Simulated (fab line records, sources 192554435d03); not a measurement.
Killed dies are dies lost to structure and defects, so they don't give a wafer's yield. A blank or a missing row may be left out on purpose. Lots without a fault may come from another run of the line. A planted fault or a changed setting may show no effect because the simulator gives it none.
Which tool did it? | flow n5_finfet | 12 lots, 36 wafers sampled, at 5 steps of a route of 1938

WHAT THE GAUGES READ, wafer by wafer
N5_BEOL_M5_RS_MEAS_57: measures by four-point-probe.
lot  | measured     | on            | M5_RS (ohm/sq)
L075 | day 8 12:01  | film_metro-02 | 0.395 0.393 0.408
L077 | day 8 19:23  | film_metro-01 | 0.408 0.394 0.398
L080 | day 9 12:46  | film_metro-02 | 0.386 0.396 0.387
L081 | day 9 17:18  | film_metro-01 | 0.404 0.404 0.403
L083 | day 10 18:10 | film_metro-02 | 0.379 0.406 0.393
L086 | day 10 23:31 | film_metro-02 | 0.399 0.386 0.379
L087 | day 11 13:08 | film_metro-01 | 0.390 0.396 0.405
L089 | day 12 01:23 | film_metro-01 | 0.407 0.391 0.408
L091 | day 12 07:03 | film_metro-01 | 0.404 0.384 0.407
L092 | day 13 06:51 | film_metro-02 | 0.395 0.402 0.411
L095 | day 14 02:25 | film_metro-01 | 0.380 0.394 0.387
L097 | day 14 16:11 | film_metro-02 | 0.394 0.394 0.402

WHICH TOOL RAN EACH LOT (tool, then ch and the chambers of the sampled wafers, then the start)
lot  | N5_BEOL_M5_ANNEAL_49         | N5_BEOL_M5_ANNEAL_82         | N5_BEOL_M5_ANNEAL_89         | N5_BEOL_M5_CMP_52
L075 | pvd_sputter-01, day 8 06:19  | pvd_sputter-01, day 8 07:25  | pvd_sputter-01, day 8 09:35  | cmp-04 ch 0,1,3, day 8 11:31
L077 | pvd_sputter-03, day 8 14:01  | pvd_sputter-03, day 8 15:07  | pvd_sputter-03, day 8 17:17  | cmp-03 ch 0,1,2, day 8 18:47
L080 | pvd_sputter-03, day 9 07:27  | pvd_sputter-03, day 9 08:32  | pvd_sputter-03, day 9 10:43  | cmp-04 ch 0,1, day 9 12:13
L081 | pvd_sputter-03, day 9 11:58  | pvd_sputter-03, day 9 13:04  | pvd_sputter-03, day 9 15:14  | cmp-04 ch 0,2, day 9 16:44
L083 | pvd_sputter-02, day 10 12:46 | pvd_sputter-02, day 10 13:51 | pvd_sputter-02, day 10 16:01 | cmp-03 ch 0,1,2, day 10 17:36
L086 | pvd_sputter-01, day 10 18:01 | pvd_sputter-01, day 10 19:07 | pvd_sputter-01, day 10 21:17 | cmp-03 ch 0,3, day 10 22:59
L087 | pvd_sputter-01, day 11 07:44 | pvd_sputter-01, day 11 08:50 | pvd_sputter-01, day 11 11:00 | cmp-04 ch 0,2,3, day 11 12:40
L089 | pvd_sputter-03, day 11 20:03 | pvd_sputter-03, day 11 21:08 | pvd_sputter-03, day 11 23:19 | cmp-01 ch 1,2,3, day 12 00:54
L091 | pvd_sputter-03, day 12 01:44 | pvd_sputter-03, day 12 02:49 | pvd_sputter-03, day 12 04:59 | cmp-01 ch 0,2,3, day 12 06:32
L092 | pvd_sputter-01, day 13 01:31 | pvd_sputter-01, day 13 02:36 | pvd_sputter-01, day 13 04:46 | cmp-01 ch 0,2,3, day 13 06:25
L095 | pvd_sputter-01, day 13 21:05 | pvd_sputter-01, day 13 22:11 | pvd_sputter-01, day 14 00:21 | cmp-04 ch 0,1,2, day 14 01:56
L097 | pvd_sputter-03, day 14 10:48 | pvd_sputter-03, day 14 11:53 | pvd_sputter-03, day 14 14:04 | cmp-04 ch 1,2,3, day 14 15:38
- N5_BEOL_M5_ANNEAL_49: time 1800 s.
- N5_BEOL_M5_ANNEAL_82: time 1800 s.
- N5_BEOL_M5_ANNEAL_89: time 1800 s.
- N5_BEOL_M5_CMP_52: polishes, stops on SiCOH lowk, t overpolish 6.9 s, target thk 62 nm.

THE ANSWER, worked out from the rows above alone
Rule: what is usual is taken from the lots themselves. Put in order of their means at a reading, lots are off if they are a third of the lots or fewer, leave a main group of 4 or more, and stand apart from it by a gap of 3 or more times the standard deviation of the main group's means; of several such gaps the widest counts. A main group whose means are all the same, to the digits that the tables above print for the reading, isn't used. A lot without any number at a reading at which 4 lots or more have one is off too. The other lots that the step has rows for count as sound.
No lot is off at any reading shown: from this, nothing can be told.

WHAT THE SIMULATOR HAD PUT IN
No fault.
